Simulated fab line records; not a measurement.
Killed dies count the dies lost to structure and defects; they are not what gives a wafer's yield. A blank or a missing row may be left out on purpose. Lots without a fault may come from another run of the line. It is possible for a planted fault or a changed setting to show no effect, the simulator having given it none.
Struck lot and sound lot, side by side :: flow nand-harc :: 42 steps out of a route of 1159
Sound: wafers L840.2, L840.5, L840.6. Struck: wafer L832.3. (L832.2, L832.4 of the same lot were not struck and are left out.) The cause comes at the end.
Each step with rows lists, per side, the tool, then ch with its chambers, then its first start. Under that, the readings that differ: sound wafers :: struck wafers :: difference of the means :: sigmas: that difference in standard deviations of wafers without a fault.
alike: same words and numbers on both sides, and readings whose means sit less than 2 such deviations apart. not compared: any withheld reading, any reading some wafer has no value for, any bound like >300 that may hide the same value, and any number with overlapping values for which the record gives no deviation.
Wherever a step has rows on one side only, a row that says differs or no value, or a row with sigmas, the two part there. Non-overlapping numbers with no deviation appear without sigmas and do not part them. A reading that every wafer of one side lacks parts them only if that side has two wafers or more.

first, 2 steps without rows for these wafers: NHARC_A_CONTACT_ETCH_111 (etches the open film in C4F8/O2/Ar, time 140 s, target depth 700 nm); NHARC_A_CONTACT_ETCH_112 (etches the open film in C4F8/O2/Ar, time 94 s, target depth 922 nm).
NHARC_A_CONTACT_ETCH_113: etches the open film in C4F8/O2/Ar, time 94 s, target depth 922 nm.
  sound on har-cap-etch-01 ch 0,1, day 21 15:46; struck on har-cap-etch-02 ch 1, day 19 18:05
  not compared: rf-hours-counter-h
then, 5 steps without rows for these wafers: NHARC_A_CONTACT_ETCH_114 (etches the open film in C4F8/O2/Ar, time 94 s, target depth 922 nm); NHARC_A_CONTACT_ETCH_115 (etches the open film in C4F8/O2/Ar, time 94 s, target depth 922 nm); NHARC_A_CONTACT_ETCH_116 (etches the open film in C4F8/O2/Ar, time 94 s, target depth 922 nm); NHARC_A_CONTACT_ETCH_117 (etches the open film in C4F8/O2/Ar, time 94 s, target depth 922 nm); NHARC_A_CONTACT_ETCH_118 (etches the open film in C4F8/O2/Ar, time 94 s, target depth 922 nm).
NHARC_A_CONTACT_ETCH_119: etches the open film in C4F8/O2/Ar, time 94 s, target depth 922 nm.
  sound on har-cap-etch-01 ch 0,1, day 21 16:19; struck on har-cap-etch-02 ch 1, day 19 18:37
  not compared: rf-hours-counter-h
then, 3 steps without rows for these wafers: NHARC_A_CONTACT_ETCH_120 (etches the open film in C4F8/O2/Ar, time 94 s, target depth 922 nm); NHARC_A_CONTACT_ETCH_121 (etches the open film in C4F8/O2/Ar, time 94 s, target depth 922 nm); NHARC_A_CONTACT_ETCH_122 (etches the open film in C4F8/O2/Ar, time 95 s, target depth 930 nm).
NHARC_A_CONTACT_ETCH_123: etches the open film in C4F8/O2/Ar, time 253 s, target depth 1090 nm.
  sound on har-cap-etch-01 ch 0,1, day 21 16:41; struck on har-cap-etch-02 ch 1, day 19 19:02
  not compared: rf-hours-counter-h
then, 2 steps without rows for these wafers: NHARC_A_CONTACT_ETCH_90 (etches the open film in CH3F/O2, target depth 40 nm, time 85.7 s); NHARC_A_CONTACT_ETCH_96 (etches the open film in C4F6/O2, target depth 20 nm, time 10 s).
NHARC_A_CONTACT_CD_MEAS_53:
  sound on cd-sem-02 at day 21 17:30; struck on cd-sem-02 at day 19 19:50
  alike: cd-nm
then, 3 steps without rows for these wafers: NHARC_A_CONTACT_STRIP_99 (strips in N2/H2); NHARC_A_CONTACT_STRIP_100 (strips in CF4/CHF3); NHARC_A_CONTACT_STRIP_101 (strips in O2/COS).
NHARC_A_CONTACT_ETCH_102: etches the open film in CF4/O2, target depth 70 nm, overetch 7 nm, time 38.5 s.
  sound on rie-diel-04 ch 0,1,2, day 21 17:57; struck on rie-diel-01 ch 1, day 19 20:10
  alike: drypump-motor-current-A, oes-product-au, rf-vpp-V, showerhead-plenum-p-Torr, throttle-valve-pct
  not compared: rf-hours-counter-h
then, 3 steps without rows for these wafers: NHARC_A_CONTACT_STRIP_55 (strips in O2); NHARC_A_CONTACT_STRIP_56 (strips in post etch residue remover, time 600 s); NHARC_A_CONTACT_DEP_57 (deposits aC, target thk 2800 nm).
NHARC_A_CONTACT_DEP_58: deposits SiON, target thk 60 nm.
  sound on pecvd-03 ch 0,1,2, day 21 20:47; struck on pecvd-04 ch 0, day 19 22:39
  alike: heater-power-w
then, 10 steps without rows for these wafers: NHARC_A_CONTACT_DEHYDRATE_59 (time 120 s); NHARC_A_CONTACT_HMDS_60 (time 30 s); NHARC_A_CONTACT_COAT_61 (time 75 s); NHARC_A_CONTACT_COAT_62 (time 65 s); NHARC_A_CONTACT_COAT_63 (resist thk 90 nm); NHARC_A_CONTACT_SOFTBAKE_64 (time 55 s); NHARC_A_CONTACT_EBR_65; NHARC_A_CONTACT_EXPOSE_66 (exposes mask A CC 2); NHARC_A_CONTACT_PEB_67 (peb time 65 s); NHARC_A_CONTACT_DEVELOP_68 (develop time 35 s).
NHARC_A_CONTACT_CD_MEAS_69: target cd 200 nm.
  sound on cd-sem-01 ch 0, day 21 21:28; struck on cd-sem-01 ch 0, day 19 23:23
  alike: cd-nm
NHARC_A_CONTACT_OVL_MEAS_70:
  sound on overlay-02 at day 21 21:32; struck on overlay-02 at day 19 23:28
  alike: overlay-x-nm, overlay-y-nm
then, 2 steps without rows for these wafers: NHARC_A_CONTACT_DESCUM_74 (chemistry O2, time 3 s); NHARC_A_CONTACT_ETCH_75 (etches the open film in CF4, target depth 39 nm, time 65 s).
NHARC_A_CONTACT_ETCH_76: etches the open film in N2/H2, target depth 260 nm, time 475.3 s.
  sound: rie-diel-01 ch 1,2; struck: rie-diel-01 ch 0
  alike: drypump-motor-current-A, oes-product-au, rf-vpp-V, showerhead-plenum-p-Torr, throttle-valve-pct
  not compared: rf-hours-counter-h
then, 2 steps without rows for these wafers: NHARC_A_CONTACT_ETCH_77 (etches the open film in CF4/CHF3, target depth 72.6 nm, time 36.3 s); NHARC_A_CONTACT_ETCH_78 (etches the open film in O2/COS, target depth 2800 nm, time 728 s).
-- the record jumps here: 3 days lie between the struck wafers' starts before and after (it left off in module A_CONTACT and takes up again in module END, whose first step shown is number 1159 of the route) --
NHARC_END_SORT_01:
  at this point the record logs the struck wafers (prober-01 ch 0, day 22 15:02) and has no rows for the sound ones

## WHERE THEY PART
NHARC_END_SORT_01 only, going by this record.

WHY: what the simulator had put in
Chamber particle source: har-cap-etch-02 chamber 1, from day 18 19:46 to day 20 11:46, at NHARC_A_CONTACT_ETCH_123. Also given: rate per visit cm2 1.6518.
